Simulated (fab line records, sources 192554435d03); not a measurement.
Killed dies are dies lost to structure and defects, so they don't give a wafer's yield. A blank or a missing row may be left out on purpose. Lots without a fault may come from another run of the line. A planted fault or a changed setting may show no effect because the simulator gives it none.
Chamber matching | flow n5_finfet | N5_BEOL_M12_DEP_53 on pecvd-04: 3 sister chambers
The step deposits SiCN from 3MS/NH3, target thk 30 nm, time 10.5 s. 20 wafers are shown with their chamber, then 10 later ones without.

WAFERS WITH THEIR CHAMBER
wafer  | chamber | throttle_valve_pct (%) | showerhead_plenum_p_Torr (Torr) | rf_fwd_power_W (W)
L078.1 | 1       | 18.7                   | 4.178                           | 664.1
L078.3 | 2       | 17.8                   | 4.161                           | 662.9
L078.4 | 1       | 18.7                   | 4.178                           | 666.6
L079.2 | 2       | 17.7                   | 4.162                           | 663.0
L079.5 | 0       | 18.1                   | 4.181                           | 664.0
L079.6 | 2       | 17.8                   | 4.157                           | 664.9
L083.2 | 1       | 18.8                   | 4.194                           | 668.0
L083.3 | 0       | 18.0                   | 4.192                           | 662.1
L083.6 | 2       | 17.7                   | 4.157                           | 667.6
L085.1 | 2       | 17.8                   | 4.163                           | 664.6
L085.2 | 1       | 18.3                   | 4.179                           | 667.5
L085.3 | 2       | 18.1                   | 4.159                           | 666.4
L089.3 | 2       | 17.9                   | 4.155                           | 661.5
L089.4 | 1       | 18.4                   | 4.164                           | 662.2
L089.5 | 1       | 18.5                   | 4.178                           | 665.7
L088.2 | 2       | 17.8                   | 4.144                           | 663.7
L088.3 | 0       | 18.3                   | 4.185                           | 666.1
L088.5 | 2       | 18.0                   | 4.145                           | 664.6
L090.2 | 2       | 17.7                   | 4.148                           | 661.2
L090.3 | 0       | 18.1                   | 4.184                           | 662.3

SIGNATURES (means of the wafers above)
reading                  | chamber 0 | chamber 1 | chamber 2 | scatter within a chamber
throttle_valve_pct       | 18.125    | 18.567    | 17.830    | 0.154
showerhead_plenum_p_Torr | 4.18550   | 4.17850   | 4.15510   | 0.00751
rf_fwd_power_W           | 663.625   | 665.683   | 664.040   | 2.05
Rule: a wafer's distance from a chamber is the root of the sum, over the readings, of the square of ((its reading less the chamber's mean) divided by the reading's scatter). The wafer belongs to the nearest chamber; if the next one is less than 2 further off, it can't be placed. The scatter: the root of (the sum of the squares of (reading less its chamber's mean) over the shown wafers, divided by (wafers less chambers)).

WAFERS WITHOUT THEIR CHAMBER
wafer  | throttle_valve_pct (%) | showerhead_plenum_p_Torr (Torr) | rf_fwd_power_W (W)
L090.4 | 17.9                   | 4.160                           | 662.2
L092.2 | 18.0                   | 4.151                           | 666.0
L092.5 | 18.7                   | 4.173                           | 661.6
L092.6 | 18.0                   | 4.192                           | 662.2
L093.1 | 18.4                   | 4.171                           | 666.7
L093.3 | 17.7                   | 4.150                           | 665.8
L093.6 | 17.8                   | 4.159                           | 665.1
L094.1 | 18.1                   | 4.154                           | 664.2
L094.2 | 18.8                   | 4.173                           | 665.1
L094.3 | 18.2                   | 4.179                           | 667.3

WHICH CHAMBER EACH WENT THROUGH
wafer  | from the rows above     | in truth
L090.4 | 2                       | 2
L092.2 | 2                       | 2
L092.5 | can't be placed: 1 or 0 | 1
L092.6 | 0                       | 0
L093.1 | can't be placed: 1 or 0 | 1
L093.3 | 2                       | 2
L093.6 | 2                       | 2
L094.1 | 2                       | 2
L094.2 | 1                       | 1
L094.3 | can't be placed: 0 or 1 | 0
Placed correctly: 7 of 10. Can't be placed from these rows: 3 (the true chamber is among the candidates in 3). Placed wrongly: 0.
